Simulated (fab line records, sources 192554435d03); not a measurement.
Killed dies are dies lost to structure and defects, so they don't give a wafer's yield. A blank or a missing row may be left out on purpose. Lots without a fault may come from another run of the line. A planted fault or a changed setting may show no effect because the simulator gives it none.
Which tool did it? | flow n5_finfet | 6 lots, 18 wafers sampled, at 2 steps of a route of 1938

WHAT THE GAUGES READ, wafer by wafer
N5_PASSIVATION_CD_MEAS_30: target cd 4000 nm.
lot  | measured     | on        | cd_nm (nm)
L134 | day 13 04:56 | cd_sem-02 | 4000.1 3999.5 3997.7
L137 | day 14 01:02 | cd_sem-03 | 4004.3 4001.0 4001.4
L141 | day 14 19:29 | cd_sem-02 | 3998.4 3997.0 3997.8
L148 | day 16 19:16 | cd_sem-03 | 3998.5 3997.2 3998.7
L153 | day 18 03:47 | cd_sem-02 | 3999.3 4002.6 3999.8
L155 | day 19 06:16 | cd_sem-03 | 4000.2 3999.7 3999.1

WHICH TOOL RAN EACH LOT (tool, then ch and the chambers of the sampled wafers, then the start)
lot  | N5_HKMG_FIN_ALD_91
L134 | ald_metal-04 ch 1,2,3, day 4 15:44
L137 | ald_metal-02 ch 0,1,2, day 5 10:16
L141 | ald_metal-02 ch 1,2,3, day 6 13:26
L148 | ald_metal-03 ch 0,1, day 8 10:32
L153 | ald_metal-04 ch 0,2,3, day 9 14:44
L155 | ald_metal-04 ch 1,3, day 10 00:53
- N5_HKMG_FIN_ALD_91: deposits TiN, target thk 1 nm, pulse time 1 s, purge time 3 s.

THE ANSWER, worked out from the rows above alone
Rule: what is usual is taken from the lots themselves. Put in order of their means at a reading, lots are off if they are a third of the lots or fewer, leave a main group of 4 or more, and stand apart from it by a gap of 3 or more times the standard deviation of the main group's means; of several such gaps the widest counts. A main group whose means are all the same, to the digits that the tables above print for the reading, isn't used. A lot without any number at a reading at which 4 lots or more have one is off too. The other lots that the step has rows for count as sound.
No lot is off at any reading shown: from this, nothing can be told.

WHAT THE SIMULATOR HAD PUT IN
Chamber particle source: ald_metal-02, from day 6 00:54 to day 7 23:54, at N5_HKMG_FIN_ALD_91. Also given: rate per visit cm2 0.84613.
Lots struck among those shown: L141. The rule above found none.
